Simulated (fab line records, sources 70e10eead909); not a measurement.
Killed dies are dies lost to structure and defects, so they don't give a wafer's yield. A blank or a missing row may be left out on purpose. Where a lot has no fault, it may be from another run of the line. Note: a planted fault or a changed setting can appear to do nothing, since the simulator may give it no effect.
fab line records | flow nandHarc
record: lots: 6 wafers: 18 lastDay: 32
route steps=1302 shown A_SLIT@940 A_SIN_REMOVE@947 A_WL_FILL@952 END@1302
lots that met no fault: taken from a fault-free run of the same line
startH: hours from the record's opening day to when the first of the lot's shown wafers began | waitH: hours elapsed since this lot's preceding step | " same as the row above | L1.1+2: one row covering several wafers at once | - no value, or no start was given | * or withheld: withheld | < > ~ a bound
route shown NAME@n: a module of which the file shows steps, and the number in the route of the first | usual: mean/standard deviation of fault-free wafers | same: alike in all rows | chamber/n: place in a boat | sites: readings site by site | _std_site: the values' standard deviation | _edge_site: inner sites' mean taken away from outer sites' mean | radiusMm: how far each site lies from the wafer's centre | mask NAME#n: copy n | behind: the last tool/chamber to shape the wafer | hold: why the lot was held/for how many hours/how that ended | device: whichever transistor did not switch (one of n, p or np) | end of line: at the end of the route, the tests of the same wafers | a step with no rows: only its recipe | killed: dies lost to structure and defects at the first sort, not the wafer's yield | map: a wafer's dies, x killed, . not, _ none there
set.NAME: the setting that was run; set.NAME@STEP: the one run at that earlier step | model.NAME: the simulator's own value behind a step, which no gauge read
lots at some steps of the route; a table a step, a row a wafer
services: from which hour (startH, from the record's first day; less than 0 if before it) a tool's chamber was out of use, for how many hours, and why
== steps ==
step: NHARC_A_SLIT_ETCH_26
recipe: biasV: 400 sourceW: 2000 pressureMtorr: 25 timeS: 90 arFlowSccm: 375 c4f8FlowSccm: 41.7 o2FlowSccm: 83.3 targetDepthA: 4000 chemistry: C4F8/O2/Ar
usual: biasV: 400/4 drypumpMotorCurrentA: 5.26/0.2 showerheadPlenumPTorr: 3.69/0.13 throttleValvePct: 27.619/0.01
columns lot.wafer tool chamber startH waitH biasV drypumpMotorCurrentA rfHoursCounterH showerheadPlenumPTorr throttleValvePct
L202.1 harEtch-01 0 475.41 3.0 399 5.38 263 3.68 27.614
L202.2 " 1 " " 399 5.34 263 3.61 27.609
L202.5 " 1 " " 398 5.34 - 3.61 27.606
L203.2 harEtch-02 1 478.11 2.5 401 5.37 53 3.67 27.622
L203.3 " 0 " " 400 4.92 - 3.95 27.602
L203.6 " 0 " " 400 4.92 - 3.95 27.614
L210.1 harEtch-01 1 550.14 3.0 405 5.34 305 3.59 27.631
L210.5 " 1 " " 398 5.34 - 3.59 27.623
L210.6 " 0 " " 394 5.40 - 3.66 27.618
L209.4 harEtch-01 0 555.68 3.5 395 5.39 - 3.65 27.632
L209.3 " 1 " " 409 5.33 - 3.58 27.631
L209.5 " 0 " " 394 5.39 - 3.65 27.619
L217.1 harEtch-02 0 622.20 3.0 403 4.86 138 3.90 27.607
L217.3 " 1 " " 396 5.39 - 3.63 27.627
L217.6 " 1 " " 403 5.39 - 3.63 27.627
L220.1 harEtch-01 1 652.49 3.0 400 5.37 370 3.55 27.597
L220.2 " 0 " " 395 5.38 355 3.63 27.603
L220.6 " 0 " " 401 5.38 - 3.63 27.634
step: NHARC_A_SLIT_STRIP_28
recipe: o2FlowSccm: 400 cosFlowSccm: 20 arFlowSccm: 0 biasW: 0 chemistry: O2/COS
step: NHARC_A_SLIT_ETCH_29
recipe: targetDepthA: 1000 overetchA: 100 timeS: 55 ionEnergyEv: 100 cf4FlowSccm: 80 o2FlowSccm: 20 arFlowSccm: 0 rfW: 300 biasW: 100 chemistry: CF4/O2
usual: drypumpMotorCurrentA: 5.8/0.43 oes_ar_750_au: 0.999/0.0045 oesProductAu: 0.999/0.0091 rfVppV: 197.7/1.4 showerheadPlenumPTorr: 1.33/0.057 throttleValvePct: 13.398/0.0094
columns lot.wafer tool chamber startH waitH drypumpMotorCurrentA oes_ar_750_au oesProductAu rfHoursCounterH rfVppV showerheadPlenumPTorr throttleValvePct
L202.2 rieDiel-10 1 476.30 0.1 5.6 1.002 1.004 3.2 197.5 1.27 13.397
L202.1 " 3 " " 5.4 0.997 0.998 3.2 198.4 1.37 13.389
L202.5 " 2 " " 6.1 0.998 1.015 - 198.0 1.37 13.397
L203.2 rieDiel-10 3 478.96 0.1 5.4 1.000 0.997 3.3 199.0 1.37 13.397
L203.3 " 0 " " 6.0 1.004 0.996 3.2 195.0 1.25 13.397
L203.6 " 0 " " 5.9 0.989 0.997 - 196.4 1.25 13.386
L210.1 rieDiel-01 2 551.02 0.1 5.6 1.002 0.996 7.2 198.8 1.39 13.393
L210.6 " 2 " " 5.6 1.003 1.003 - 198.8 1.39 13.405
L210.5 " 3 " " 5.0 0.998 0.997 - 196.9 1.35 13.401
L209.4 rieDiel-01 2 556.51 0.1 5.6 1.006 1.014 7.7 198.5 1.39 13.400
L209.3 " 3 " " 5.0 1.000 1.007 7.9 197.9 1.35 13.398
L209.5 " 1 " " 6.6 1.004 1.011 - 199.7 1.42 13.388
L217.3 rieDiel-10 3 623.10 0.1 5.4 0.995 0.993 0.9 197.1 1.37 13.394
L217.1 " 0 " " 6.0 1.001 1.004 0.8 196.3 1.25 13.401
L217.6 " 2 " " 6.1 0.997 1.016 - 198.5 1.37 13.405
L220.1 rieDiel-01 0 653.38 0.1 6.1 0.998 0.991 5.4 198.0 1.33 13.409
L220.2 " 2 " " 5.6 1.007 0.998 6.7 199.8 1.39 13.399
L220.6 " 1 " " 6.6 1.003 0.985 - 199.0 1.42 13.401
step: NHARC_A_SLIT_STRIP_18
recipe: o2FlowSccm: 500 arFlowSccm: 0 biasW: 0 chemistry: O2
usual: drypumpMotorCurrentA: 5.8/0.43 oesProductAu: 0.999/0.0099 rfVppV: 57.8/0.94 showerheadPlenumPTorr: 3.52/0.14 throttleValvePct: 17.036/0.0096
columns lot.wafer tool chamber startH waitH drypumpMotorCurrentA oesProductAu rfHoursCounterH rfVppV showerheadPlenumPTorr throttleValvePct
L202.1 rieDiel-10 3 - - 5.4 1.006 3.2 60.0 3.63 17.030
L202.2 " 0 " " 6.0 1.004 3.2 58.4 3.32 17.040
L202.5 " 3 " " 5.4 1.005 - 58.4 3.63 17.034
L203.2 rieDiel-10 2 - - 6.1 1.004 2.1 57.4 3.61 17.035
L203.3 " 3 " " 5.4 0.996 3.3 59.1 3.63 17.038
L203.6 " 1 " " 5.6 0.997 - 58.3 3.36 17.034
L210.1 rieDiel-01 2 - - 5.6 1.010 7.2 57.9 3.66 17.031
L210.5 " 3 " " 5.0 1.001 - 58.3 3.57 17.023
L210.6 " 0 " " 6.1 0.991 - 57.7 3.52 17.028
L209.4 rieDiel-01 0 - - 6.1 0.982 7.8 57.0 3.52 17.044
L209.3 " 1 " " 6.6 1.003 8.9 58.3 3.75 17.035
L209.5 " 3 " " 5.0 0.998 - 58.5 3.57 17.055
L217.1 rieDiel-10 1 - - 5.6 0.985 0.7 57.5 3.36 17.037
L217.3 " 3 " " 5.4 0.988 0.9 58.2 3.62 17.026
L217.6 " 2 " " 6.1 1.010 - 58.4 3.61 17.055
L220.1 rieDiel-01 3 - - 5.0 1.007 5.5 57.5 3.57 17.043
L220.2 " 1 " " 6.6 0.980 6.9 57.6 3.74 17.034
L220.6 " 3 " " 5.0 1.004 - 56.8 3.57 17.029
step: NHARC_A_SLIT_PRECLEAN_19
recipe: timeS: * tempC: 50 bathAgeMin: 0 chemistry: SC1
step: NHARC_A_SLIT_SRD_20
step: NHARC_A_SLIT_CD_MEAS_21
usual: cdNm: 289.5/0.72
columns lot.wafer tool chamber startH waitH cdNm
L202.1 cdSem-03 - 476.84 - 289.1
L202.2 " - " " 289.4
L202.5 " - " " 288.5
L203.2 cdSem-02 - 479.50 - 288.7
L203.3 " - " " 288.8
L203.6 " - " " 288.8
L210.1 cdSem-01 - 551.59 0.1 288.7
L210.5 " - " " 288.9
L210.6 " - " " 289.7
L209.3 cdSem-03 - 557.03 - 288.0
L209.4 " - " " 288.8
L209.5 " - " " 288.9
L217.1 cdSem-01 - 623.66 0.1 290.0
L217.3 " - " " 289.1
L217.6 " - " " 288.3
L220.1 cdSem-03 - 653.95 0.1 289.3
L220.2 " - " " 288.9
L220.6 " - " " 290.1
step: NHARC_A_SIN_REMOVE_WET_00
recipe: tempC: 160 timeS: 15300 chemistry: H3PO4
step: NHARC_A_SIN_REMOVE_PRECLEAN_01
recipe: timeS: * tempC: 50 bathAgeMin: 0 chemistry: SC1
step: NHARC_A_SIN_REMOVE_SRD_02
step: NHARC_A_SIN_REMOVE_INSPECT_04
usual: rawDefectCount: 372/80
columns lot.wafer tool chamber startH waitH rawDefectCount
L202.1 defectInspect-02 - 483.48 0.0 516
L202.2 " - " " 544
L202.5 " - " " 444
L203.2 defectInspect-02 - 486.71 0.0 340
L203.3 " - " " 411
L203.6 " - " " 394
L210.1 defectInspect-02 - 558.29 0.0 313
L210.5 " - " " 380
L210.6 " - " " 366
L209.3 defectInspect-02 - 563.70 0.0 431
L209.4 " - " " 529
L209.5 " - " " 369
L217.1 defectInspect-02 - 630.33 0.0 364
L217.3 " - " " 248
L217.6 " - " " 319
L220.1 defectInspect-01 - 660.58 0.0 295
L220.2 " - " " 347
L220.6 " - " " 391
step: NHARC_A_WL_FILL_ALD_00
recipe: targetThkA: 30 pulseTimeS: 3 aldCycles: 30 tempC: 300 material: Al2O3
usual: aldCycles: 30/0 heaterPowerOuterW: 266/32 heaterPowerW: 486/55 precursorPulseHeightRel: 0.999/0.02
columns lot.wafer tool chamber startH waitH aldCycles heaterPowerOuterW heaterPowerW precursorPulseHeightRel
L202.2 aldHk-03 1 483.54 0.1 30 268 480 0.992
L202.1 " 3 " " 30 243 459 0.989
L202.5 " 2 " " 30 248 446 1.012
L203.3 aldHk-02 0 486.80 0.1 30 294 553 0.990
L203.2 " 1 " " 30 244 449 0.981
L203.6 " 0 " " 30 296 562 1.020
L210.1 aldHk-02 2 558.40 0.1 30 213 401 0.996
L210.6 " 0 " " 30 286 528 1.002
L210.5 " 1 " " 27 220 427 1.001
L209.4 aldHk-02 0 563.76 0.1 30 285 543 0.997
L209.3 " 2 " " 30 212 401 1.030
L209.5 " 1 " " 27 226 421 0.985
L217.3 aldHk-03 0 630.42 0.1 30 320 564 1.041
L217.1 " 1 " " 30 263 500 0.984
L217.6 " 3 " " 30 230 453 0.979
L220.2 aldHk-04 2 660.64 0.1 30 292 522 0.995
L220.1 " 3 " " 30 296 560 1.003
L220.6 " 2 " " 30 290 534 0.980
step: NHARC_A_WL_FILL_RTA_01
recipe: tempC: 1000 timeS: 5
usual: lampPowerPct: 28.6/1.4 lamp_zone_4_pct: 28.6/1.4 wafer_temp_C_max: 1006.5/1.6
columns lot.wafer tool chamber startH waitH lampPowerPct lamp_zone_4_pct wafer_temp_C_max
L202.1 rtpAnneal-01 0 483.81 - 29.6 29.6 1006.6
L202.2 " 0 " " 29.6 29.7 1007.2
L202.5 " 0 " " 29.7 29.7 1007.7
L203.2 rtpAnneal-01 0 487.28 - 29.7 29.7 1006.8
L203.3 " 0 " " 29.7 29.7 1010.3
L203.6 " 0 " " 29.7 29.7 1006.4
L210.1 rtpAnneal-02 0 558.61 - 26.7 26.8 1004.0
L210.5 " 0 " " 26.7 26.7 1003.9
L210.6 " 0 " " 26.8 26.7 1004.7
L209.3 rtpAnneal-01 0 564.10 - 29.6 29.7 1009.1
L209.4 " 0 " " 29.6 29.7 1009.9
L209.5 " 0 " " 29.7 29.7 1006.2
L217.1 rtpAnneal-02 0 630.66 - 26.7 26.8 1007.3
L217.3 " 0 " " 26.8 26.7 1008.6
L217.6 " 0 " " 26.8 26.8 1005.5
L220.1 rtpAnneal-02 0 661.07 0.3 26.8 26.8 1006.6
L220.2 " 0 " " 26.8 26.8 1005.0
L220.6 " 0 " " 26.8 26.8 1006.2
step: NHARC_END_SORT_01
recipe: tempC: 25
usual: killedAtArray: 56/19 killedAtOther: 0.8/1.1 killedAtPeriphery: 3.4/2.5 killedDies: 60/19 killedOpen: 2.9/1.7 killedShort: 2.4/1.6
same: grossDies: 677
columns lot.wafer tool chamber startH waitH killedAtArray killedAtOther killedAtPeriphery killedDies killedOpen killedShort
L202.1 prober-01 0 583.45 2.5 75 0 2 77 2 2
L202.2 prober-01 0 584.25 2.8 64 0 2 66 1 3
L202.5 prober-01 0 586.67 3.7 75 0 6 81 3 1
L209.4 prober-02 0 661.48 3.4 67 0 4 71 4 2
L209.5 prober-02 0 662.28 3.7 68 2 2 72 3 3
killed by level:class
L202.1 A_CHANNEL_HOLE_D1:chamberFilmFlake=29 A_SLIT:chamberFilmFlake=22 A_CHANNEL_HOLE_D2:chamberFilmFlake=6 A_STAIRCASE:chamberFilmFlake=5 A_CONTACT:unspecified=3 A_CONTACT:chamberFilmFlake=3 P_M0:geometricParticle:open=1 A_ONON_D1:geometricParticle:open=1
L202.2 A_CHANNEL_HOLE_D1:chamberFilmFlake=26 A_SLIT:chamberFilmFlake=23 A_M1:chamberFilmFlake=4 P_M1:chamberFilmFlake=2 A_CHANNEL_HOLE_D2:chamberFilmFlake=2 A_ONON_D1:geometricParticle:short=1 A_ONON_D2:geometricParticle:open=1 A_CHANNEL_FILL_D2:geometricParticle:short=1
L202.5 A_SLIT:chamberFilmFlake=27 A_CHANNEL_HOLE_D1:chamberFilmFlake=22 A_CHANNEL_HOLE_D2:chamberFilmFlake=12 P_M1:chamberFilmFlake=4 A_STAIRCASE:chamberFilmFlake=3 A_CONTACT:chamberFilmFlake=3 A_M1:chamberFilmFlake=3 P_M1:geometricParticle:open=1
L209.4 A_SLIT:chamberFilmFlake=33 A_CHANNEL_HOLE_D1:chamberFilmFlake=23 A_STAIRCASE:chamberFilmFlake=3 A_CHANNEL_HOLE_D2:chamberFilmFlake=2 A_M0:chamberFilmFlake=2 P_CONTACT:geometricParticle:open=1 P_M0:geometricParticle:open=1 P_M2:geometricParticle:open=1
L209.5 A_CHANNEL_HOLE_D1:chamberFilmFlake=29 A_SLIT:chamberFilmFlake=27 A_M0:chamberFilmFlake=3 A_CHANNEL_HOLE_D2:chamberFilmFlake=2 THIN_TSV:chamberFilmFlake=2 A_CHANNEL_HOLE_D1:geometricParticle:short=1 A_CHANNEL_HOLE_D2:geometricParticle:short=1 A_CHANNEL_HOLE_D2:geometricParticle:open=1
== services ==
columns tool chamber startH hours kind
rieDiel-10 0 453.00 - clean
rieDiel-10 1 453.00 - clean
rieDiel-10 2 453.00 - clean
rieDiel-10 3 453.00 - clean
rieDiel-10 2 457.18 5.0 repair
rieDiel-01 0 463.30 - clean
rieDiel-01 1 463.30 - clean
rieDiel-01 2 463.30 - clean
rieDiel-01 3 463.30 - clean
rieDiel-10 0 477.50 - clean
rieDiel-10 1 477.50 - clean
rieDiel-10 2 477.50 - clean
rieDiel-10 3 477.50 - clean
rieDiel-01 2 512.79 9.8 repair
aldHk-02 - 527.99 10.0 pm
rieDiel-10 0 548.78 4.7 repair
rieDiel-10 2 555.18 27.8 repair
rieDiel-01 - 557.80 9.0 pm
rieDiel-01 3 576.73 5.4 repair
aldHk-03 - 583.19 10.0 pm
rieDiel-01 - 595.25 0.5 repair
rieDiel-10 - 596.52 9.0 pm
rieDiel-01 0 610.90 3.2 repair
aldHk-04 - 613.21 10.0 pm
== key ==
firstSign: step: NHARC_A_WL_FILL_ALD_00 reading: aldCycles direction: down sigmas: 99+ usual: 30 struck: 27
effect none on later readings
metAt NHARC_A_WL_FILL_ALD_00
struckWafers L209.5,L210.5
testerLeftOut L209,L210
onsetBetween 486.80 558.40
fault: kind: processParameterDrift tool: aldHk-02 chamber: - onsetH: 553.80 steps: NHARC_A_WL_FILL_ALD_00 channel: aldCycles offset: -3 shape: step endH: 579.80 scope: struckWafersOnly actsIn: theseRecipesOnly stated: 30
testerLeftOut: of these lots the tester's yield and bins aren't shown, on N5 and GAA mostly nor the transistor test; their killed dies are dies lost to structure and defects alone, not to doping, threshold or leakage, so they don't give the yield
